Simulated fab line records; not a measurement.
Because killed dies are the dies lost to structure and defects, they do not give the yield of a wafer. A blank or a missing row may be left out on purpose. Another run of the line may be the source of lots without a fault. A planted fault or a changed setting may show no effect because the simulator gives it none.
Which tool was responsible? -- flow n5Finfet -- 11 lots, 32 wafers sampled, at 3 steps of a route of 1938

## WHAT THE GAUGES SHOWED, per wafer
N5_PASSIVATION_CD_MEAS_10 targets a cd of 3000 nm.
lot,measured,on,cdNm (nm)
L607,day 11 23:20,cdSem-03,2996.4 2997.1 2998.0
L608,day 12 00:41,cdSem-03,3001.4 2999.5
L609,day 12 04:09,cdSem-02,3000.1 2998.1 2998.3
L610,day 12 21:52,cdSem-02,2999.0 3000.0 2998.7
L613,day 13 08:38,cdSem-02,2999.9 2998.2 2999.2
L612,day 13 14:46,cdSem-03,3002.9 2999.5 2999.4
L614,day 13 14:19,cdSem-01,2996.6 2999.4 2998.2
L616,day 14 12:32,cdSem-01,3000.6 3000.8 2996.5
L622,day 16 18:47,cdSem-02,2997.1 2997.7 3002.1
L625,day 17 00:56,cdSem-03,2999.1 2996.9 3000.7
L626,day 17 12:37,cdSem-01,2999.3 3003.2 2998.3

## WHAT TOOL EACH LOT RAN ON (gives the tool, then ch and the chambers of the sampled wafers, and finally the start)
lot,N5_BEOL_M7_PRECLEAN_42,N5_MIM_BOT_LITHO_DESCUM_10
L607,"wetBench-01 ch 1,2,7, day 8 22:23","rieDiel-03 ch 0,2,3, day 11 21:55"
L608,"wetBench-01 ch 5,7, day 9 07:21","rieDiel-04 ch 0, day 11 23:08"
L609,"wetBench-01 ch 0,5,6, day 9 09:23","rieDiel-03 ch 0,2,3, day 12 02:02"
L610,"wetBench-01 ch 1,2,4, day 9 23:34","rieDiel-04 ch 0,2,3, day 12 20:26"
L613,"wetBench-01 ch 3,4,7, day 10 11:52","rieDiel-04 ch 2,3, day 13 06:16"
L612,"wetBench-03 ch 1,2,3, day 10 14:00","rieDiel-03 ch 2,3, day 13 11:19"
L614,"wetBench-01 ch 0,1,4, day 10 19:55","rieDiel-03 ch 0,2,3, day 13 11:08"
L616,"wetBench-03 ch 5,6,7, day 11 05:26","rieDiel-04 ch 0,2,3, day 14 11:01"
L622,"wetBench-01 ch 0,6,7, day 13 05:20","rieDiel-06 ch 1,3, day 16 16:24"
L625,"wetBench-01 ch 0,1,6, day 14 01:28","rieDiel-06 ch 1,2, day 16 21:44"
L626,"wetBench-02 ch 3,4,6, day 14 12:41","rieDiel-04 ch 0,1,2, day 17 08:04"
- N5_BEOL_M7_PRECLEAN_42: cleans in residue remover, time 60 s.
- N5_MIM_BOT_LITHO_DESCUM_10: chemistry O2, time 7.9 s.

## THE ANSWER, worked out from the rows above alone
Rule: usual is defined by the lots themselves. The widest of any qualifying gaps counts: lots, ordered by their means at a reading, are off when they make up no more than a third of the lots, leave a main group of 4 or more, and stand apart from it by 3 or more times the standard deviation of that group's means. A main group whose means are all the same, to the digits that the tables above print for the reading, isn't used. A lot without any number at a reading at which 4 lots or more have one is off too. Where the step has rows for the other lots, those lots are counted as sound.
No lot is off on any of the readings shown, so nothing can be concluded from this.

## WHAT THE SIMULATOR PUT IN
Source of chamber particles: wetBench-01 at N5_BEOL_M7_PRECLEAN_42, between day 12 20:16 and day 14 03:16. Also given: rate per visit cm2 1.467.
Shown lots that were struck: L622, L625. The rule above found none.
